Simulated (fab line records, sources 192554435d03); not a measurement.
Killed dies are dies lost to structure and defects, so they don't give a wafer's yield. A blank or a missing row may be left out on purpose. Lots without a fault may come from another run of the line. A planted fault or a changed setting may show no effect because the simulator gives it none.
A struck lot beside a sound one | flow n5_finfet | 16 steps out of a route of 1938
Sound: wafers L835.1, L835.3, L835.6. Struck: wafers L844.1, L844.2, L844.3. The cause comes at the end.
At each step with rows: each side's tool, then ch and its chambers, then its first start. Under that, the readings that differ: sound wafers | struck wafers | difference of the means | sigmas: that difference in standard deviations of wafers without a fault.
alike: readings whose means differ by less than 2 such deviations, and words and numbers that are the same on both sides. not compared: withheld readings, readings that some wafer has no value for, bounds like >300 that may hide the same value, and numbers for which the record gives no deviation and whose values overlap.
The two part at a step that has a row with sigmas, a row that says differs or no value, or rows on one side only. Numbers that don't overlap but have no deviation are shown without sigmas and don't part them. A reading that every wafer of one side lacks parts them only if that side has two wafers or more.

first, 1 step without rows for these wafers: N5_BEOL_M1_DEVELOP_27 (develop time 30 s).
N5_BEOL_M1_CD_MEAS_28: target cd y 23.3 nm.
  sound on cd_sem-02 ch 0, day 6 13:33; struck on cd_sem-01 ch 0, day 8 17:16
  alike: cd_nm
N5_BEOL_M1_OVL_MEAS_29:
  sound on overlay-02 ch 0, day 6 13:35; struck on overlay-02 ch 0, day 8 17:17
  alike: V0_OVL
N5_BEOL_M1_INSPECT_30: inspects for defects (brightfield).
  sound on defect_inspect-02, day 6 13:38; struck on defect_inspect-02, day 8 17:21
  alike: raw_defect_count
N5_BEOL_M1_DESCUM_33: chemistry O2, time 7 s.
  sound on rie_diel-01 ch 2,3, day 6 13:41; struck on rie_diel-06 ch 1,2,3, day 8 17:23
  alike: drypump_motor_current_A, oes_product_au, rf_vpp_V, showerhead_plenum_p_Torr, throttle_valve_pct
  not compared: rf_hours_counter_h
N5_BEOL_M1_ETCH_77: etches underlayer in N2/H2, target depth 6.5 nm, time 5.2 s.
  sound on rie_diel-01 ch 2,3, day 6 13:43; struck on rie_diel-06 ch 1,2,3, day 8 17:25
  alike: drypump_motor_current_A, etch_rf_on_time_s, h2_flow_sccm, oes_product_au, rf_vpp_V, showerhead_plenum_p_Torr, throttle_valve_pct
  not compared: rf_hours_counter_h
N5_BEOL_M1_ETCH_69: etches SiARC in CF4, target depth 15.6 nm, time 26 s.
  sound on rie_diel-01 ch 2,3, day 6 13:44; struck on rie_diel-06 ch 1,2,3, day 8 17:26
  alike: cf4_flow_sccm, drypump_motor_current_A, etch_rf_on_time_s, oes_product_au, rf_vpp_V, showerhead_plenum_p_Torr, throttle_valve_pct
  not compared: rf_hours_counter_h
then, 1 step without rows for these wafers: N5_BEOL_M1_ALD_98 (deposits SiO2, target thk 2.5 nm, pulse time 1 s, co reactant pulse time 1 s).
N5_BEOL_M1_ETCHBACK_99: etches SiO2 in CHF3, target depth 5 nm, time 10.4 s.
  sound on rie_diel-01 ch 2,3, day 6 15:48; struck on rie_diel-06 ch 1,2,3, day 9 00:07
  alike: CHF3_flow_sccm, drypump_motor_current_A, oes_product_au, rf_vpp_V, showerhead_plenum_p_Torr, throttle_valve_pct
  not compared: rf_hours_counter_h
N5_BEOL_M1_ETCH_70: etches SOC in N2/H2, target depth 80 nm, overetch 16 nm, time 120 s.
  sound on rie_diel-01 ch 2,3, day 6 15:50; struck on rie_diel-06 ch 1,2,3, day 9 00:09
  alike: drypump_motor_current_A, h2_flow_sccm, oes_product_au, rf_vpp_V, run_length_s, showerhead_plenum_p_Torr, throttle_valve_pct
  not compared: rf_hours_counter_h
then, 2 steps without rows for these wafers: N5_BEOL_M1_STRIP_71 (strips in N2/H2); N5_BEOL_M1_STRIP_78 (strips in N2/H2).
N5_BEOL_M1_VIA_ETCH_34: etches the open film in C4F6/O2, target depth 67.8 nm, time 64.4 s.
  sound on rie_diel-01 ch 2,3, day 6 15:56; struck on rie_diel-06 ch 1,2,3, day 9 00:15
  reading                                  | sound             | struck            | difference | sigmas
  run_length_s (s)                         | 87.7 87.6 87.2    | 79.6 79.7 80.6    | -7.5       | -19
  model.etch.depth_nm (nm)                 | 67.39 68.19 69.31 | 59.73 59.32 58.14 | -9.23      |
  model.SOC_of_BEOL_M1_COAT_67.thk_nm (nm) | 51.8 52 51.8      | 53 52.8 53        | +1         |
  alike: drypump_motor_current_A, oes_product_au, rf_vpp_V, showerhead_plenum_p_Torr, throttle_valve_pct
  not compared: rf_hours_counter_h
then, 1 step without rows for these wafers: N5_BEOL_M1_STRIP_83 (strips in C4F6/O2).
-- the record jumps here: 5 days lie between the struck wafers' starts before and after (it left off in module BEOL_M1 and takes up again in module BEOL_M4, whose first step shown is number 1111 of the route) --
N5_BEOL_M4_RC_MEAS_101:
  sound on prober-01 ch 0, day 9 18:02; struck on prober-02 ch 0, day 14 10:06
  alike: DIBL_N, DIBL_P, IOFF_N, IOFF_P, ION_N, ION_P, SS_N, SS_P, VT_N, VT_P
then, 1 step without rows for these wafers: N5_PASSIVATION_PROBE_49.

WHERE THEY PART
Only at N5_BEOL_M1_VIA_ETCH_34, within this record. Later steps at which nothing parts them and some readings are alike: N5_BEOL_M4_RC_MEAS_101.

WHY: what the simulator had put in
Process parameter drift: rie_diel-06, from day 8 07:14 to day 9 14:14, at N5_BEOL_M1_VIA_ETCH_34. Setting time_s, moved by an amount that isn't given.
